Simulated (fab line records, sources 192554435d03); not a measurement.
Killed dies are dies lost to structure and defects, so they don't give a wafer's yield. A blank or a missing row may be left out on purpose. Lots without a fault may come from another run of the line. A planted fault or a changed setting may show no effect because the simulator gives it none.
Chamber matching | flow n5_finfet | N5_BEOL_M1_STRIP_19 on rie_diel-03: 4 sister chambers
The step strips in O2. 8 wafers are shown with their chamber, then 11 later ones without.

WAFERS WITH THEIR CHAMBER
wafer  | chamber | showerhead_plenum_p_Torr (Torr) | drypump_motor_current_A (A)
L083.1 | 3       | 2.14                            | 5.3
L083.6 | 2       | 2.18                            | 5.0
L085.3 | 2       | 2.18                            | 5.0
L085.4 | 1       | 2.01                            | 6.1
L086.2 | 1       | 2.01                            | 6.1
L086.3 | 3       | 2.13                            | 5.4
L086.6 | 0       | 2.08                            | 5.5
L088.3 | 0       | 2.08                            | 5.5

WAFERS WITHOUT THEIR CHAMBER
wafer  | showerhead_plenum_p_Torr (Torr) | drypump_motor_current_A (A)
L088.5 | 2.08                            | 5.5
L088.6 | 2.13                            | 5.3
L090.2 | 2.18                            | 5.0
L090.4 | 2.08                            | 5.5
L090.5 | 2.01                            | 6.1
L091.1 | 2.18                            | 5.0
L091.3 | 2.13                            | 5.4
L091.4 | 2.08                            | 5.6
L094.1 | 2.08                            | 5.6
L094.2 | 2.00                            | 6.1
L094.6 | 2.17                            | 5.0

WHICH CHAMBER EACH WENT THROUGH
wafer  | from the rows above | in truth
L088.5 | 0                   | 0
L088.6 | 3                   | 3
L090.2 | 2                   | 2
L090.4 | 0                   | 0
L090.5 | 1                   | 1
L091.1 | 2                   | 2
L091.3 | 3                   | 3
L091.4 | 0                   | 0
L094.1 | 0                   | 0
L094.2 | 1                   | 1
L094.6 | 2                   | 2
Placed correctly: 11 of 11. Can't be placed from these rows: 0. Placed wrongly: 0.
How it was worked out, from the rows above alone: a wafer's distance from a chamber is the root of the sum, over the readings, of the square of ((its reading less the chamber's mean) divided by the reading's scatter). The wafer belongs to the nearest chamber; if the next one is less than 2 further off, it can't be placed. A chamber's mean is the mean of its shown wafers. The scatter: the root of (the sum of the squares of (reading less its chamber's mean) over the shown wafers, divided by (wafers less chambers)).
